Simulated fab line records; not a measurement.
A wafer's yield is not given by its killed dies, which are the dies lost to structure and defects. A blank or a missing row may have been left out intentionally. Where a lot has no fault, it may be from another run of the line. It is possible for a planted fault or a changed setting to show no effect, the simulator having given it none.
Matching of chambers + flow nand_harc + 3 sister chambers for NHARC_P_BONDPAD_DEP_00 on pecvd-03
The step deposits SiCN, target thk 250 nm. 14 wafers are shown with their chamber, then 6 later ones without.

== EACH WAFER AND ITS CHAMBER ==
| wafer  | chamber | heater_power_w (W) |
|--------|---------|--------------------|
| L455.3 | 2       | 586                |
| L455.5 | 0       | 572                |
| L455.6 | 2       | 582                |
| L456.1 | 1       | 551                |
| L456.4 | 1       | 546                |
| L456.6 | 0       | 531                |
| L459.3 | 0       | 463                |
| L459.6 | 0       | 469                |
| L470.2 | 0       | 469                |
| L470.4 | 0       | 484                |
| L470.5 | 1       | 529                |
| L473.1 | 1       | 524                |
| L473.2 | 2       | 629                |
| L473.3 | 1       | 525                |

SIGNATURES (averages over the wafers above)
| reading        | chamber 0 | chamber 1 | chamber 2 | scatter within a chamber |
|----------------|-----------|-----------|-----------|--------------------------|
| heater_power_w | 498.00    | 535.00    | 599.00    | 32.6                     |
Rule: a wafer lies at a distance from a chamber equal to the root of the sum of squares, over the readings, of (its reading less the chamber's mean, divided by the reading's scatter). If the next closest chamber is less than 2 further off than the closest, the wafer can't be placed; otherwise it belongs to the closest. The scatter: take each reading less its chamber's mean, square it, sum over the shown wafers, divide by the number of wafers less the number of chambers, and take the root.

== WAFERS WHOSE CHAMBER IS MISSING ==
| wafer  | heater_power_w (W) |
|--------|--------------------|
| L475.2 | 671                |
| L475.4 | 552                |
| L475.6 | 664                |
| L476.2 | 616                |
| L476.3 | 476                |
| L476.5 | 573                |

== WHICH CHAMBER EACH WENT THROUGH ==
| wafer  | from the rows above          | in truth |
|--------|------------------------------|----------|
| L475.2 | can't be placed: 2 or 1      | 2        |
| L475.4 | can't be placed: 1 or 2 or 0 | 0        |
| L475.6 | can't be placed: 2 or 1      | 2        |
| L476.2 | can't be placed: 2 or 1      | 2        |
| L476.3 | can't be placed: 0 or 1      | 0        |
| L476.5 | can't be placed: 2 or 1 or 0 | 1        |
Placed correctly: 0 of 6. Unplaceable from these rows: 6, with the true chamber sitting among the candidates in 6. Placed wrongly: 0.
